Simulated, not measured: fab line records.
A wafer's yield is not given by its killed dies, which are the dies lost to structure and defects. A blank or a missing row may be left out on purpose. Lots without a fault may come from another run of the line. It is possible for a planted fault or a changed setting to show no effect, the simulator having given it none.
fab line records | flow n5Finfet
[record] lots = 11 | wafers = 30 | lastDay = 17
route steps=1938 shown BEOL_M12@1639 PASSIVATION@1936
lots that met no fault: from a run of the same line without faults
startH: hours from the record's first day to the start of the lot's first wafer shown | waitH: hours elapsed since this lot's preceding step | " repeats the value in the row above | L1.1+2: a row that stands for several wafers | - value missing, or start not given | * or withheld: withheld | < > ~ a bound
route shown NAME@n: names a module that has steps shown in the file, with the first one's number in the route | usual: mean and standard deviation over wafers with no fault | same: alike in all rows | chamber/n: place in a boat | sites: per-site readings | _std_site: how widely they spread, as a standard deviation | _edge_site: outer sites' mean less inner sites' | radiusMm: for every site, how far away it sits from the centre of the wafer | mask NAME#n: copy n | behind: the most recent tool/chamber to have shaped the wafer | hold: cause of the lot's hold/its duration in hours/its outcome | device: names the non-switching transistor (n, p or np) | end of line: the route-end tests of the same wafers | step lacking rows: just its recipe | killed: the dies lost at the first sort to structure and to defects; this is not the yield of the wafer | map: a wafer's dies, x killed, . not, _ none there
set.NAME: the setting the step ran with; set.NAME@STEP: the setting that earlier step ran with | model.NAME: the simulator's own value behind a step, which no gauge read
route steps across a sampled set of lots; one table per step, one row per wafer
services: when a tool's chamber went out of use (startH, in hours from the record's first day, below 0 if earlier), for how many hours, and the reason
[[steps]]
[step N5_BEOL_M12_TRENCH_ETCH_34]
[recipe] chemistry = C4F8/O2/Ar | target = SiOC | targetDepthA = 3189.5 | maskMaterial = SOC | pressureMtorr = 30 | sourceW = 3000 | biasW = 700 | Ar_flow_sccm = 400 | C4F8_flow_sccm = 15 | O2_flow_sccm = 8 | heInnerTorr = 15 | heOuterTorr = 30 | timeS = 125.5 | ionEnergyEv = 250
[usual] O2_flow_sccm = 7.996/0.022 | drypumpMotorCurrentA = 5.5/0.38 | oesProductAu = 0.82/0.082 | rfVppV = 666/3.9 | showerheadPlenumPTorr = 3.44/0.14 | throttleValvePct = 24.17/0.3
lot.wafer | tool       | chamber | startH | waitH | O2_flow_sccm | drypumpMotorCurrentA | oesProductAu | rfHoursCounterH | rfVppV | showerheadPlenumPTorr | throttleValvePct
L970.3    | rieDiel-04 | 2       | 244.75 | 0.0   | 7.987        | 5.7                  | 0.93         | 5               | 667    | 3.52                  | 24.50
L970.5    | "          | 3       | "      | "     | 7.996        | 5.1                  | 0.89         | -               | 669    | 3.48                  | 23.62
L970.6    | "          | 2       | "      | "     | 7.970        | 5.7                  | 0.95         | -               | 667    | 3.52                  | 24.51
L969.1    | rieDiel-01 | 3       | 245.36 | 0.0   | 8.008        | 5.9                  | 0.69         | 222             | 668    | 3.51                  | 24.27
L969.2    | "          | 2       | "      | "     | 7.999        | 5.4                  | 0.81         | 95              | 666    | 3.45                  | 24.16
L969.5    | "          | 3       | "      | "     | 8.026        | 5.9                  | 0.69         | -               | 668    | 3.51                  | 24.28
L968.2    | rieDiel-04 | 0       | 245.69 | 0.0   | 7.962        | 6.1                  | 0.87         | 36              | 667    | 3.52                  | 24.18
L968.4    | "          | 2       | "      | "     | 8.048        | 5.7                  | 0.94         | 5               | 667    | 3.52                  | 24.51
L968.5    | "          | 2       | "      | "     | 8.037        | 5.7                  | 0.94         | -               | 669    | 3.52                  | 24.51
L971.2    | rieDiel-04 | 3       | 260.19 | 0.0   | 7.968        | 5.1                  | 0.87         | 31              | 667    | 3.48                  | 23.63
L971.3    | "          | 0       | "      | "     | 8.000        | 6.0                  | 0.86         | 42              | 668    | 3.52                  | 24.20
L971.4    | "          | 1       | "      | "     | 8.014        | 5.6                  | 0.94         | 21              | 671    | 3.65                  | 24.18
L979.1    | rieDiel-04 | 2       | 312.82 | 0.0   | 8.000        | 5.7                  | 0.87         | 33              | 666    | 3.51                  | 24.56
L979.4    | "          | 1       | "      | "     | 7.999        | 5.6                  | 0.90         | 39              | 672    | 3.64                  | 24.23
L982.2    | rieDiel-04 | 3       | 324.87 | 0.0   | 8.003        | 5.0                  | 0.83         | 56              | 668    | 3.46                  | 23.66
L982.5    | "          | 0       | "      | "     | 7.968        | 6.0                  | 0.82         | -               | 665    | 3.51                  | 24.22
L982.6    | "          | 3       | "      | "     | 7.989        | 5.0                  | 0.83         | -               | 668    | 3.46                  | 23.66
L981.1    | rieDiel-01 | 2       | 326.31 | 0.0   | 7.996        | 5.4                  | 0.78         | 121             | 665    | 3.43                  | 24.19
L981.2    | "          | 0       | "      | "     | 7.995        | 6.0                  | 0.84         | 85              | 664    | 3.31                  | 24.00
L981.4    | "          | 1       | "      | "     | 8.002        | 5.2                  | 0.72         | 203             | 666    | 3.38                  | 24.32
L986.2    | rieDiel-04 | 1       | 352.28 | 0.0   | 8.003        | 5.6                  | 0.89         | 52              | 671    | 3.64                  | 24.23
L986.6    | "          | 2       | "      | "     | 7.976        | 5.7                  | 0.85         | -               | 668    | 3.50                  | 24.55
L988.1    | rieDiel-05 | 0       | 361.73 | 0.0   | 8.023        | 4.9                  | 0.97         | 2               | 671    | 3.60                  | 23.86
L988.5    | "          | 0       | "      | "     | 7.986        | 4.8                  | 0.96         | -               | 673    | 3.60                  | 23.86
L988.6    | "          | 3       | "      | "     | 8.023        | 5.0                  | 0.87         | -               | 667    | 3.46                  | 23.80
L987.2    | rieDiel-05 | 0       | 362.50 | 0.0   | 8.054        | 4.9                  | 0.97         | 2               | 672    | 3.60                  | 23.87
L987.3    | "          | 1       | "      | "     | 7.980        | 5.6                  | 0.73         | 142             | 662    | 3.30                  | 24.12
L991.3    | rieDiel-04 | 3       | 375.18 | 0.0   | 7.969        | 5.1                  | 0.80         | 75              | 667    | 3.45                  | 23.68
L991.5    | "          | 1       | "      | "     | 7.989        | 5.6                  | 0.87         | -               | 671    | 3.63                  | 24.23
L991.6    | "          | 2       | "      | "     | 8.056        | 5.7                  | 0.84         | -               | 667    | 3.50                  | 24.58
[step N5_BEOL_M12_SPUTTER_43]
[recipe] material = TaN | targetThkA = 150 | tempC = 50 | biasV = 168.6 | powerW = 15000 | chamberPressurePa = 0.12 | timeS = 24.19
[usual] substrateTempC = 50.00/0.12 | throttleValvePct = 29.9/1.1
lot.wafer | tool          | chamber | startH | waitH | substrateTempC | throttleValvePct
L970.3    | pvdSputter-02 | -       | 248.89 | 0.0   | 50.00          | 27.7
L970.5    | "             | -       | "      | "     | 49.99          | 31.2
L970.6    | "             | -       | "      | "     | 50.16          | 29.5
L969.1    | pvdSputter-01 | -       | 251.31 | 0.0   | 49.91          | 29.7
L969.2    | "             | -       | "      | "     | 49.93          | 29.0
L969.5    | "             | -       | "      | "     | 49.67          | 29.9
L968.2    | pvdSputter-03 | -       | 254.50 | 0.0   | 49.89          | 28.8
L968.4    | "             | -       | "      | "     | 49.89          | 30.2
L968.5    | "             | -       | "      | "     | 50.13          | 30.2
L971.2    | pvdSputter-01 | -       | 260.79 | 0.0   | 50.06          | 31.7
L971.3    | "             | -       | "      | "     | 49.75          | 30.6
L971.4    | "             | -       | "      | "     | 50.02          | 29.3
L979.1    | pvdSputter-01 | -       | 313.63 | 0.0   | 50.00          | 30.9
L979.4    | "             | -       | "      | "     | 50.16          | 30.0
L982.2    | pvdSputter-02 | -       | 328.98 | 0.0   | 49.81          | 27.9
L982.5    | "             | -       | "      | "     | 49.87          | 27.8
L982.6    | "             | -       | "      | "     | 49.76          | 29.7
L981.1    | pvdSputter-01 | -       | 329.04 | 0.0   | 49.87          | 31.8
L981.2    | "             | -       | "      | "     | 49.83          | 29.3
L981.4    | "             | -       | "      | "     | 50.12          | 29.8
L986.2    | pvdSputter-02 | -       | 353.10 | 0.0   | 49.98          | 31.0
L986.6    | "             | -       | "      | "     | 49.84          | 27.9
L988.1    | pvdSputter-02 | -       | 364.08 | 0.0   | 50.00          | 29.6
L988.5    | "             | -       | "      | "     | 50.02          | 29.4
L988.6    | "             | -       | "      | "     | 50.00          | 31.3
L987.2    | pvdSputter-02 | -       | 364.82 | 0.0   | 50.15          | 29.6
L987.3    | "             | -       | "      | "     | 49.98          | 27.7
L991.3    | pvdSputter-02 | -       | 377.35 | 0.0   | 49.78          | 31.0
L991.5    | "             | -       | "      | "     | 50.00          | 29.7
L991.6    | "             | -       | "      | "     | 49.93          | 28.0
[step N5_BEOL_M12_ANNEAL_48]
[recipe] tempC = 225 | timeS = 90 | ambient = N2
[usual] wafer_temp_C_max = 226.23/0.28
lot.wafer | tool         | chamber | startH | waitH | wafer_temp_C_max
L970.3    | rtpAnneal-01 | 0       | 249.57 | 0.3   | 226.05
L970.5    | "            | 0       | "      | "     | 226.01
L970.6    | "            | 0       | "      | "     | 225.91
L969.1    | rtpAnneal-02 | 0       | 251.73 | 0.1   | 226.26
L969.2    | "            | 0       | "      | "     | 226.51
L969.5    | "            | 0       | "      | "     | 226.27
L968.2    | rtpAnneal-01 | 0       | 254.97 | 0.1   | 226.02
L968.4    | "            | 0       | "      | "     | 226.37
L968.5    | "            | 0       | "      | "     | 226.21
L971.2    | rtpAnneal-01 | 0       | 261.25 | 0.1   | 225.98
L971.3    | "            | 0       | "      | "     | 226.01
L971.4    | "            | 0       | "      | "     | 226.55
L979.1    | rtpAnneal-01 | 0       | 314.05 | 0.1   | 225.98
L979.4    | "            | 0       | "      | "     | 226.14
L982.2    | rtpAnneal-01 | 0       | 329.79 | 0.5   | 226.18
L982.5    | "            | 0       | "      | "     | 226.66
L982.6    | "            | 0       | "      | "     | 226.13
L981.1    | rtpAnneal-02 | 0       | 330.01 | 0.6   | 226.86
L981.2    | "            | 0       | "      | "     | 226.22
L981.4    | "            | 0       | "      | "     | 226.66
L986.2    | rtpAnneal-01 | 0       | 353.64 | 0.2   | 226.30
L986.6    | "            | 0       | "      | "     | 225.79
L988.1    | rtpAnneal-01 | 0       | 364.51 | 0.1   | 226.34
L988.5    | "            | 0       | "      | "     | 226.49
L988.6    | "            | 0       | "      | "     | 226.38
L987.2    | rtpAnneal-02 | 0       | 365.29 | 0.1   | 226.12
L987.3    | "            | 0       | "      | "     | 226.36
L991.3    | rtpAnneal-01 | 0       | 377.86 | 0.2   | 225.84
L991.5    | "            | 0       | "      | "     | 226.34
L991.6    | "            | 0       | "      | "     | 226.32
[step N5_BEOL_M12_CMP_49]
[recipe] stopOn = SiOC | tOverpolishS = 20.6 | downForcePsi = 1 | platenRpm = 50 | clearingPlatenDownForcePsi = 1.5 | clearingPlatenRpm = 50 | postCmpClean = cuAlkaline | targetThkNm = 320 | clearingPlatenPadVelocityMS = 0.99484 | padVelocityMS = 0.99484
[usual] barrierFieldEndpointS = 30.1/0.73 | motorCurrentA = 6.1/0.57
lot.wafer | tool   | chamber | startH | waitH | barrierFieldEndpointS | motorCurrentA
L970.3    | cmp-04 | 0       | 249.79 | 0.2   | 30.9                  | 5.3
L970.5    | "      | 0       | "      | "     | 30.3                  | 5.6
L970.6    | "      | 1       | "      | "     | 30.6                  | 5.2
L969.1    | cmp-04 | 1       | 252.06 | 0.3   | 29.8                  | 5.1
L969.2    | "      | 2       | "      | "     | 30.0                  | 6.3
L969.5    | "      | 1       | "      | "     | 29.5                  | 5.2
L968.4    | cmp-02 | 0       | 255.22 | 0.1   | 31.5                  | 6.3
L968.2    | "      | 3       | "      | "     | 30.7                  | 4.9
L968.5    | "      | 0       | "      | "     | 31.5                  | 6.2
L971.2    | cmp-01 | 2       | 261.56 | 0.3   | 29.9                  | 6.5
L971.4    | "      | 3       | "      | "     | 30.3                  | 6.4
L971.3    | "      | 0       | "      | "     | 30.1                  | 6.7
L979.4    | cmp-02 | 1       | 314.40 | 0.2   | 30.2                  | 6.3
L979.1    | "      | 3       | "      | "     | 27.8                  | 5.1
L982.2    | cmp-01 | 2       | 330.15 | 0.3   | 29.2                  | 6.5
L982.6    | "      | 3       | "      | "     | 30.3                  | 6.2
L982.5    | "      | 0       | "      | "     | 30.2                  | 7.0
L981.4    | cmp-04 | 2       | 330.36 | 0.2   | 29.4                  | 6.0
L981.2    | "      | 3       | "      | "     | 30.2                  | 6.6
L981.1    | "      | 0       | "      | "     | 26.4                  | 5.2
L986.2    | cmp-01 | 2       | 353.89 | 0.2   | 30.4                  | 6.7
L986.6    | "      | 2       | "      | "     | 30.6                  | 6.5
L988.1    | cmp-04 | 0       | 364.92 | 0.4   | 28.7                  | 5.6
L988.5    | "      | 1       | "      | "     | 30.3                  | 5.2
L988.6    | "      | 2       | "      | "     | 29.2                  | 6.4
L987.3    | cmp-01 | 3       | 365.54 | 0.2   | 30.1                  | 6.5
L987.2    | "      | 1       | "      | "     | 30.8                  | 5.4
L991.3    | cmp-04 | 1       | 378.07 | 0.2   | 30.0                  | 5.2
L991.5    | "      | 1       | "      | "     | 29.3                  | 5.5
L991.6    | "      | 2       | "      | "     | 30.9                  | 6.2
[step N5_BEOL_M12_RS_MEAS_54]
[recipe] thkMeasGauge = four-point-probe | reads = Cu_of_BEOL_M12_ECD_47+Ta_of_BEOL_M12_SPUTTER_44+TaN_of_BEOL_M12_SPUTTER_43
[usual] M12_RS = 0.0600/0.001
lot.wafer | tool         | chamber | startH | waitH | M12_RS[ohm/sq]
L970.3    | filmMetro-02 | -       | 250.21 | 0.0   | 0.0617
L970.5    | "            | -       | "      | "     | 0.0597
L970.6    | "            | -       | "      | "     | 0.0608
L969.1    | filmMetro-02 | -       | 252.45 | 0.0   | 0.0609
L969.2    | "            | -       | "      | "     | 0.0606
L969.5    | "            | -       | "      | "     | 0.0609
L968.2    | filmMetro-01 | -       | 255.64 | 0.0   | 0.0595
L968.4    | "            | -       | "      | "     | 0.0604
L968.5    | "            | -       | "      | "     | 0.0610
L971.2    | filmMetro-01 | -       | 261.94 | 0.0   | 0.0591
L971.3    | "            | -       | "      | "     | 0.0593
L971.4    | "            | -       | "      | "     | 0.0587
L979.1    | filmMetro-02 | -       | 314.78 | 0.0   | 0.0596
L979.4    | "            | -       | "      | "     | 0.0589
L982.2    | filmMetro-01 | -       | 330.49 | 0.1   | 0.0593
L982.5    | "            | -       | "      | "     | 0.0605
L982.6    | "            | -       | "      | "     | 0.0590
L981.1    | filmMetro-01 | -       | 330.74 | 0.0   | 0.0602
L981.2    | "            | -       | "      | "     | 0.0610
L981.4    | "            | -       | "      | "     | 0.0594
L986.2    | filmMetro-01 | -       | 354.32 | 0.0   | 0.0583
L986.6    | "            | -       | "      | "     | 0.0600
L988.1    | filmMetro-02 | -       | 365.23 | 0.1   | 0.0601
L988.5    | "            | -       | "      | "     | 0.0605
L988.6    | "            | -       | "      | "     | 0.0604
L987.2    | filmMetro-02 | -       | 365.96 | 0.0   | 0.0590
L987.3    | "            | -       | "      | "     | 0.0605
L991.3    | filmMetro-02 | -       | 378.49 | 0.0   | 0.0604
L991.5    | "            | -       | "      | "     | 0.0595
L991.6    | "            | -       | "      | "     | 0.0601
[step N5_PASSIVATION_PROBE_49]
[usual] defectLimitedYield = 91.1/1.6 | killed_at_M0_to_M3 = 35/11 | killed_at_M4_up = 13/5.4 | killedAtContacts = 13/6.5 | killedAtFrontEnd = 40/14 | killedAtOther = 4/3.1 | killedDies = 105/18 | killedOpen = 69/14 | killedShort = 34/7.3 | sort_bin_5_function = 5.2/0.96 | sort_bin_6_memory = 3.4/0.77 | sort_bin_8_speed = 0.02/0.13 | sortNPass = 1075/19
[same] grossDies = 1180 | killedAtBackSide = 0 | sort_bin_4_leakage[%] = 0
lot.wafer | tool      | chamber | startH | waitH | defectLimitedYield[%] | killed_at_M0_to_M3 | killed_at_M4_up | killedAtContacts | killedAtFrontEnd | killedAtOther | killedDies | killedOpen | killedShort | sort_bin_5_function[%] | sort_bin_6_memory[%] | sort_bin_8_speed[%] | sortNPass
L979.1    | prober-01 | -       | 349.13 | 0.0   | 87.5                  | 25                 | 13              | 17               | 91               | 2             | 148        | 100        | 44          | 7.0                    | 4.8                  | 0                   | 1032
L979.4    | prober-01 | -       | 349.28 | 0.2   | 90.2                  | 38                 | 5               | 9                | 57               | 7             | 116        | 68         | 37          | 5.0                    | 3.4                  | 0.08                | 1064
// killed by level:class
L979.1 FIN_SAQP:geometricParticle:open=28 STI_FIN_REVEAL:geometricParticle:open=19 FIN_SAQP:geometricParticle:short=11 DUMMY_GATE:geometricParticle:open=11 MOL_CONTACT_COAG:geometricParticle:open=11 BEOL_M0_SAQP:geometricParticle:open=7 MOL_CONTACT_COAG:geometricParticle:short=6 BEOL_M0_SAQP:geometricParticle:short=6
L979.4 FIN_SAQP:geometricParticle:open=14 BEOL_M2:geometricParticle:open=14 STI_FIN_REVEAL:geometricParticle:open=10 HKMG_FIN:areaEtch=10 FIN_SAQP:geometricParticle:short=8 BEOL_M0_SAQP:geometricParticle:short=8 MOL_CONTACT_COAG:geometricParticle:open=6 BEOL_M3:geometricParticle:open=5
[[services]]
tool          | chamber | startH | hours | kind
cmp-01        | -       | 232.64 | 7.4   | pm
cmp-02        | -       | 241.29 | 2.6   | repair
rieDiel-05    | 0       | 245.48 | 11.8  | repair
cmp-04        | -       | 251.09 | 0.8   | repair
cmp-01        | -       | 252.04 | 3.5   | pm
rieDiel-01    | -       | 259.93 | 15.6  | pm
cmp-02        | -       | 278.69 | 4.0   | pm
rieDiel-01    | 1       | 286.84 | 1.3   | repair
rieDiel-05    | 3       | 295.88 | 15.1  | repair
rieDiel-01    | 0       | 311.92 | 8.4   | repair
cmp-01        | -       | 312.84 | 4.0   | pm
rieDiel-05    | 0       | 314.81 | 2.2   | repair
cmp-01        | -       | 316.84 | -     | consumableReplace:conditioner
cmp-01        | -       | 316.84 | -     | consumableReplace:pad
cmp-01        | -       | 331.15 | 0.4   | repair
cmp-01        | -       | 335.30 | 2.6   | repair
rieDiel-01    | 3       | 337.19 | -     | clean
cmp-02        | -       | 338.84 | 6.6   | pm
pvdSputter-03 | -       | 355.57 | 0.7   | repair
cmp-04        | -       | 356.88 | 4.0   | pm
cmp-04        | -       | 360.88 | -     | consumableReplace:conditioner
cmp-04        | -       | 360.88 | -     | consumableReplace:pad
pvdSputter-02 | -       | 365.16 | 1.1   | repair
rtpAnneal-02  | -       | 367.70 | 0.8   | pm
[[key]]
[firstSign] step = N5_BEOL_M12_CMP_49 | reading = barrierFieldEndpointS | direction = down | sigmas = 4.1 | usual = 30.1 | struck = 27.1
effect none on later readings
metAt N5_BEOL_M12_SPUTTER_43
struckLots L979,L981
struckWafers L979.1,L981.1
[baselineLoss] step = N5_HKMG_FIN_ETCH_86 | wafers = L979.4
notActingAt N5_BEOL_M12_TRENCH_ETCH_34,N5_BEOL_M12_ANNEAL_48,N5_BEOL_M12_RS_MEAS_54
onsetBetween 260.79 313.63
[fault] kind = processParameterDrift | tool = pvdSputter-01 | chamber = - | onsetH = 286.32 | steps = N5_BEOL_M12_SPUTTER_43 | channel = timeS | offset = * | shape = step | endH = 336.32 | scope = struckWafersOnly | actsIn = * | stated = *
// baselineLoss: these wafers lose ten dies or more at that step, a loss of the line's own and not of a fault; the sort's usual values leave them out
